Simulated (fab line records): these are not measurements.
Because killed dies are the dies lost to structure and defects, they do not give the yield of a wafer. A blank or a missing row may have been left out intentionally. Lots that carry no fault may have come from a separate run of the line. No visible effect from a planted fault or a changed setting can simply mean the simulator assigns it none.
Chamber matching / flow n5Finfet / rieDiel-03 running N5_BEOL_M8_ETCH_72: 4 sister chambers
The step etches underlayer in N2/H2, target depth 6.5 nm, time 5.2 s. 22 wafers are shown with their chamber, then 11 later ones without.

== WAFERS, EACH WITH ITS CHAMBER ==
wafer=L074.2; chamber=0; drypumpMotorCurrentA (A)=6.3; showerheadPlenumPTorr (Torr)=2.50; throttleValvePct (%)=17.33
wafer=L074.3; chamber=2; drypumpMotorCurrentA (A)=6.4; showerheadPlenumPTorr (Torr)=2.41; throttleValvePct (%)=17.80
wafer=L074.6; chamber=1; drypumpMotorCurrentA (A)=5.9; showerheadPlenumPTorr (Torr)=2.63; throttleValvePct (%)=17.85
wafer=L076.1; chamber=1; drypumpMotorCurrentA (A)=5.8; showerheadPlenumPTorr (Torr)=2.63; throttleValvePct (%)=17.86
wafer=L076.3; chamber=2; drypumpMotorCurrentA (A)=6.4; showerheadPlenumPTorr (Torr)=2.41; throttleValvePct (%)=17.80
wafer=L076.4; chamber=0; drypumpMotorCurrentA (A)=6.3; showerheadPlenumPTorr (Torr)=2.50; throttleValvePct (%)=17.32
wafer=L079.2; chamber=0; drypumpMotorCurrentA (A)=6.3; showerheadPlenumPTorr (Torr)=2.50; throttleValvePct (%)=17.31
wafer=L079.4; chamber=2; drypumpMotorCurrentA (A)=6.4; showerheadPlenumPTorr (Torr)=2.41; throttleValvePct (%)=17.80
wafer=L079.5; chamber=1; drypumpMotorCurrentA (A)=5.8; showerheadPlenumPTorr (Torr)=2.62; throttleValvePct (%)=17.85
wafer=L081.2; chamber=1; drypumpMotorCurrentA (A)=5.8; showerheadPlenumPTorr (Torr)=2.62; throttleValvePct (%)=17.86
wafer=L081.3; chamber=0; drypumpMotorCurrentA (A)=6.3; showerheadPlenumPTorr (Torr)=2.49; throttleValvePct (%)=17.33
wafer=L081.6; chamber=1; drypumpMotorCurrentA (A)=5.8; showerheadPlenumPTorr (Torr)=2.62; throttleValvePct (%)=17.87
wafer=L083.3; chamber=2; drypumpMotorCurrentA (A)=6.4; showerheadPlenumPTorr (Torr)=2.41; throttleValvePct (%)=17.84
wafer=L083.5; chamber=3; drypumpMotorCurrentA (A)=6.3; showerheadPlenumPTorr (Torr)=2.51; throttleValvePct (%)=17.86
wafer=L083.6; chamber=0; drypumpMotorCurrentA (A)=6.3; showerheadPlenumPTorr (Torr)=2.49; throttleValvePct (%)=17.35
wafer=L086.1; chamber=0; drypumpMotorCurrentA (A)=6.3; showerheadPlenumPTorr (Torr)=2.49; throttleValvePct (%)=17.35
wafer=L086.3; chamber=1; drypumpMotorCurrentA (A)=5.8; showerheadPlenumPTorr (Torr)=2.62; throttleValvePct (%)=17.87
wafer=L086.5; chamber=3; drypumpMotorCurrentA (A)=6.3; showerheadPlenumPTorr (Torr)=2.51; throttleValvePct (%)=17.86
wafer=L088.1; chamber=0; drypumpMotorCurrentA (A)=6.3; showerheadPlenumPTorr (Torr)=2.49; throttleValvePct (%)=17.37
wafer=L088.2; chamber=3; drypumpMotorCurrentA (A)=6.3; showerheadPlenumPTorr (Torr)=2.50; throttleValvePct (%)=17.88
wafer=L088.4; chamber=1; drypumpMotorCurrentA (A)=5.8; showerheadPlenumPTorr (Torr)=2.61; throttleValvePct (%)=17.88
wafer=L089.1; chamber=1; drypumpMotorCurrentA (A)=5.8; showerheadPlenumPTorr (Torr)=2.61; throttleValvePct (%)=17.90

SIGNATURES (averages over the wafers above)
reading=drypumpMotorCurrentA; chamber 0=6.300; chamber 1=5.812; chamber 2=6.400; chamber 3=6.300; scatter within a chamber=0.022
reading=showerheadPlenumPTorr; chamber 0=2.4943; chamber 1=2.6200; chamber 2=2.4100; chamber 3=2.5067; scatter within a chamber=0.00595
reading=throttleValvePct; chamber 0=17.3371; chamber 1=17.8675; chamber 2=17.8100; chamber 3=17.8667; scatter within a chamber=0.0182
Rule: for each reading, subtract the chamber's mean from the wafer's reading, divide by that reading's scatter and square the result; add these up over the readings and take the root, which gives the wafer's distance from the chamber. If the next closest chamber is less than 2 further off than the closest, the wafer can't be placed; otherwise it belongs to the closest. The scatter is the square root of a quotient: the sum, over the shown wafers, of each reading's squared deviation from its chamber's mean, divided by wafers minus chambers.

== WAFERS WITHOUT THEIR CHAMBER ==
wafer=L089.5; drypumpMotorCurrentA (A)=6.3; showerheadPlenumPTorr (Torr)=2.50; throttleValvePct (%)=17.91
wafer=L089.6; drypumpMotorCurrentA (A)=6.4; showerheadPlenumPTorr (Torr)=2.40; throttleValvePct (%)=17.84
wafer=L093.2; drypumpMotorCurrentA (A)=6.3; showerheadPlenumPTorr (Torr)=2.50; throttleValvePct (%)=17.91
wafer=L093.3; drypumpMotorCurrentA (A)=6.3; showerheadPlenumPTorr (Torr)=2.48; throttleValvePct (%)=17.37
wafer=L093.4; drypumpMotorCurrentA (A)=6.3; showerheadPlenumPTorr (Torr)=2.50; throttleValvePct (%)=17.87
wafer=L096.1; drypumpMotorCurrentA (A)=5.8; showerheadPlenumPTorr (Torr)=2.61; throttleValvePct (%)=17.52
wafer=L096.5; drypumpMotorCurrentA (A)=6.4; showerheadPlenumPTorr (Torr)=2.71; throttleValvePct (%)=17.43
wafer=L096.6; drypumpMotorCurrentA (A)=6.3; showerheadPlenumPTorr (Torr)=2.49; throttleValvePct (%)=17.92
wafer=L097.1; drypumpMotorCurrentA (A)=6.4; showerheadPlenumPTorr (Torr)=2.72; throttleValvePct (%)=17.46
wafer=L097.3; drypumpMotorCurrentA (A)=6.3; showerheadPlenumPTorr (Torr)=2.49; throttleValvePct (%)=17.90
wafer=L097.5; drypumpMotorCurrentA (A)=6.3; showerheadPlenumPTorr (Torr)=2.47; throttleValvePct (%)=17.38

== WHICH CHAMBER EACH ONE RAN IN ==
wafer=L089.5; from the rows above=3; in truth=3
wafer=L089.6; from the rows above=2; in truth=2
wafer=L093.2; from the rows above=3; in truth=3
wafer=L093.3; from the rows above=0; in truth=0
wafer=L093.4; from the rows above=3; in truth=3
wafer=L096.1; from the rows above=1; in truth=1
wafer=L096.5; from the rows above=0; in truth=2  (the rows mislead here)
wafer=L096.6; from the rows above=3; in truth=3
wafer=L097.1; from the rows above=can't be placed: 1 or 0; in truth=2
wafer=L097.3; from the rows above=3; in truth=3
wafer=L097.5; from the rows above=0; in truth=0
Placed correctly: 9 of 11. Unplaceable from these rows: 1, with the true chamber sitting among the candidates in 0. Wrongly placed: 1.
